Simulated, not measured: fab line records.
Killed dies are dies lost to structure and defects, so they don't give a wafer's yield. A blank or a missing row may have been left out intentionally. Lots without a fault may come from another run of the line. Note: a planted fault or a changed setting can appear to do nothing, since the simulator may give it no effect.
The tool behind it: which one?	flow n5 finfet	9 lots, 27 wafers sampled, at 5 steps of a route of 1938

== WHAT THE GAUGES SHOWED, per wafer ==
N5_BEOL_M4_RC_MEAS_101. Usual: DIBL_N 36.5 mV/V, standard deviation 1.4; DIBL_P 36.6 mV/V, standard deviation 1.9; IOFF_N 0.167 nA/um, standard deviation 0.029; IOFF_P 0.21 nA/um, standard deviation 0.033; ION_N 674 uA/um, standard deviation 12; ION_P 460 uA/um, standard deviation 8.9; SS_N 71.6 mV/dec, standard deviation 0.57; SS_P 73.4 mV/dec, standard deviation 0.61; VT_N 249 mV, standard deviation 3.3; VT_P -250 mV, standard deviation 3.3.
lot	measured	on	DIBL_N (mV/V)	DIBL_P (mV/V)	IOFF_N (nA/um)	IOFF_P (nA/um)	ION_N (uA/um)	ION_P (uA/um)	SS_N (mV/dec)	SS_P (mV/dec)	VT_N (mV)	VT_P (mV)	flag
L657	day 8 10:10	prober-01	33.5 36.6 33.2	31.3 35.8 31.9	0.126 0.180 0.119	0.18 0.25 0.18	677 694 671	470 480 460	70.3 71.8 70.9	72.9 73.1 72.5	250 245 252	-249 -247 -250	
L662	day 9 04:07	prober-01	35.8 35.5 37.0	34.7 34.8 36.7	0.145 0.150 0.172	0.19 0.20 0.23	660 681 667	451 465 460	71.2 71.0 70.9	73.5 73.2 73.8	249 250 248	-251 -249 -248	
L663	day 9 12:04	prober-01	37.1 35.5 35.7	38.5 35.8 36.4	0.212 0.180 0.170	0.25 0.21 0.21	682 694 678	468 470 462	72.3 72.4 72.6	73.9 72.8 73.1	246 246 248	-248 -249 -249	
L664	day 9 18:33	prober-01	36.1 34.1 37.8	36.2 34.4 38.3	0.176 0.137 0.221	0.26 0.23 0.30	697 680 711	483 475 487	71.6 70.8 72.2	73.3 73.2 74.0	245 249 242	-244 -244 -242	
L668	day 10 17:23	prober-01	37.6 36.9 36.2	37.8 38.0 36.3	0.174 0.172 0.153	0.24 0.26 0.22	669 694 684	461 477 468	71.9 71.3 71.9	73.7 73.5 73.2	250 248 249	-250 -247 -247	
L675	day 13 01:41	prober-01	37.9 39.4 38.6	38.4 41.1 38.5	0.174 0.228 0.181	0.24 0.29 0.23	668 703 658	462 481 452	72.1 71.8 71.8	73.4 74.9 73.6	248 245 250	-251 -247 -251	
L678	day 13 07:11	prober-02	34.0 36.4 36.2	34.6 37.1 37.3	0.139 0.179 0.174	0.20 0.24 0.25	679 669 674	465 466 467	71.0 72.0 71.8	72.8 73.6 73.0	250 247 248	-249 -243 -245	
L679	day 13 16:08	prober-01	36.3 38.2 37.6	35.9 37.1 37.4	0.147 0.161 0.169	0.21 0.23 0.24	659 665 668	459 457 464	71.3 71.4 72.0	72.9 73.6 73.7	253 250 246	-249 -250 -249	
L680	day 13 20:43	prober-01	35.2 35.4 36.6	34.8 35.0 36.5	0.133 0.141 0.165	0.19 0.20 0.21	649 670 663	452 462 447	72.1 71.4 72.4	72.1 72.8 71.9	252 250 249	-252 -251 -251	

N5_BEOL_M15_THK_MEAS_50: measures by xrf. Usual: M15_THK 826 nm, standard deviation 18.
lot	measured	on	M15_THK (nm)	flag
L657	day 11 20:31	film metro-02	800 808 808	
L662	day 12 07:34	film metro-01	845 836 847	
L663	day 12 18:32	film metro-01	807 794 807	
L664	day 13 02:22	film metro-01	815 829 835	
L668	day 14 05:49	film metro-01	835 851 839	
L675	day 16 17:53	film metro-01	818 547 818	OFF
L678	day 16 22:07	film metro-01	543 827 813	OFF
L679	day 17 06:13	film metro-02	801 840 846	
L680	day 18 04:55	film metro-01	835 855 836	

N5_BEOL_M15_RS_MEAS_54: a four-point-probe measurement. Usual: M15_RS 0.0215 ohm/sq, standard deviation 0.00045.
lot	measured	on	M15_RS (ohm/sq)	flag
L657	day 11 20:38	film metro-01	0.0219 0.0218 0.0217	
L662	day 12 07:42	film metro-02	0.0211 0.0214 0.0211	
L663	day 12 18:40	film metro-01	0.0217 0.0222 0.0218	
L664	day 13 02:31	film metro-01	0.0218 0.0214 0.0214	
L668	day 14 05:57	film metro-01	0.0215 0.0208 0.0212	
L675	day 16 18:01	film metro-02	0.0219 0.0332 0.0220	OFF
L678	day 16 22:15	film metro-01	0.0333 0.0216 0.0219	OFF
L679	day 17 06:21	film metro-02	0.0221 0.0210 0.0208	
L680	day 18 05:02	film metro-01	0.0214 0.0210 0.0212	

== EACH LOT AND THE TOOL THAT RAN IT (in order: tool; ch and the chambers of the sampled wafers; start) ==
lot	N5_BEOL_M15_TRENCH_ETCH_34	N5_BEOL_M15_SPUTTER_45
L657	rie diel-04 ch 1,2,3, day 11 15:08	pvd sputter-02, day 11 19:17
L662	rie diel-03 ch 1,2, day 12 04:33	pvd sputter-02, day 12 06:36
L663	rie diel-01 ch 0,1,2, day 12 15:06	pvd sputter-01, day 12 17:35
L664	rie diel-01 ch 1,3, day 13 00:19	pvd sputter-03, day 13 01:25
L668	rie diel-03 ch 0,1,3, day 14 00:20	pvd sputter-02, day 14 04:44
L675	rie diel-01 ch 0,3, day 16 14:05	pvd sputter-01, day 16 16:33
L678	rie diel-01 ch 0,2,3, day 16 17:17	pvd sputter-03, day 16 21:10
L679	rie diel-04 ch 0,1,3, day 17 02:27	pvd sputter-01, day 17 05:15
L680	rie diel-03 ch 2,3, day 18 01:21	pvd sputter-01, day 18 03:58
- N5_BEOL_M15_TRENCH_ETCH_34: etches SiO2 in C4F8/O2/Ar, target depth 872.93 nm, time 199 s.
- N5_BEOL_M15_SPUTTER_45: material Cu, target thk 100 nm, time 16.67 s.

== AS READ BY THE TOOLS THEMSELVES (means over the sampled wafers that have a number; for cases with no such wafer, the mark the record gives instead) ==
N5_BEOL_M15_TRENCH_ETCH_34. Usual: drypump motor current A 5.6 A, standard deviation 0.44; oes product au 0.82 a.u., standard deviation 0.087; rf fwd power W 1900 W, standard deviation 5.7; rf vpp V 2219 V, standard deviation 41; showerhead plenum p Torr 3.40 Torr, standard deviation 0.12; throttle valve pct 30.71 %, standard deviation 0.22.
lot	tool	drypump motor current A (A)	oes product au (a.u.)	rf fwd power W (W)	rf vpp V (V)	showerhead plenum p Torr (Torr)	throttle valve pct (%)	flag
L657	rie diel-04	5.7	0.75	1897	2201	3.32	30.66	
L662	rie diel-03	5.9	0.90	1901	2267	3.50	30.93	
L663	rie diel-01	5.3	0.81	1899	2199	3.35	30.71	
L664	rie diel-01	5.7	0.79	1899	2200	3.42	30.75	
L668	rie diel-03	6.0	0.92	1901	2199	3.42	30.84	
L675	rie diel-01	5.4	0.70	1899	2238	3.49	30.67	
L678	rie diel-01	5.3	0.70	1901	2229	3.41	30.66	
L679	rie diel-04	5.6	0.85	1902	2204	3.38	30.65	
L680	rie diel-03	5.2	0.84	1898	2249	3.42	30.62	

N5_BEOL_M15_SPUTTER_45. Usual: throttle valve pct 30.1 %, standard deviation 1.2.
lot	tool	throttle valve pct (%)	flag
L657	pvd sputter-02	30.2	
L662	pvd sputter-02	29.7	
L663	pvd sputter-01	30.3	
L664	pvd sputter-03	30.1	
L668	pvd sputter-02	29.8	
L675	pvd sputter-01	30.4	
L678	pvd sputter-03	29.5	
L679	pvd sputter-01	30.9	
L680	pvd sputter-01	29.7	

== THE ANSWER, worked out from the rows above alone ==
Rule: a lot counts as off when the mean over its wafers that have a number is more than 3 standard deviations away from the usual mean. A lot without any number at a reading at which 4 lots or more have one is off too. Any other lot the step has rows for is counted as sound. Order of review: gauges by route order, followed by the tools' own readings, for which a lot's mean as printed above is used. At the first step where some lot is off, the reading lying furthest off is the one used; lots without a number count as furthest.
Off: L675, L678, seen at N5_BEOL_M15_THK_MEAS_50 (M15_THK).
If a tool, at a process step before that reading, ran all the lots that are off and no sound lot after the first of them, it fits. The gauges at N5_BEOL_M15_THK_MEAS_50 are tried like those tools. One candidate fits, namely rie diel-01 at N5_BEOL_M15_TRENCH_ETCH_34. A fault onset in the window from L664 (day 13 00:19, its last sound lot) to L675 (day 16 14:05, its first lot off) fits.

== WHAT THE SIMULATOR HAD INSERTED ==
rie diel-01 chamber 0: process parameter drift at N5_BEOL_M15_TRENCH_ETCH_34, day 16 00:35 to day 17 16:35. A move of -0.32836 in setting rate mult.
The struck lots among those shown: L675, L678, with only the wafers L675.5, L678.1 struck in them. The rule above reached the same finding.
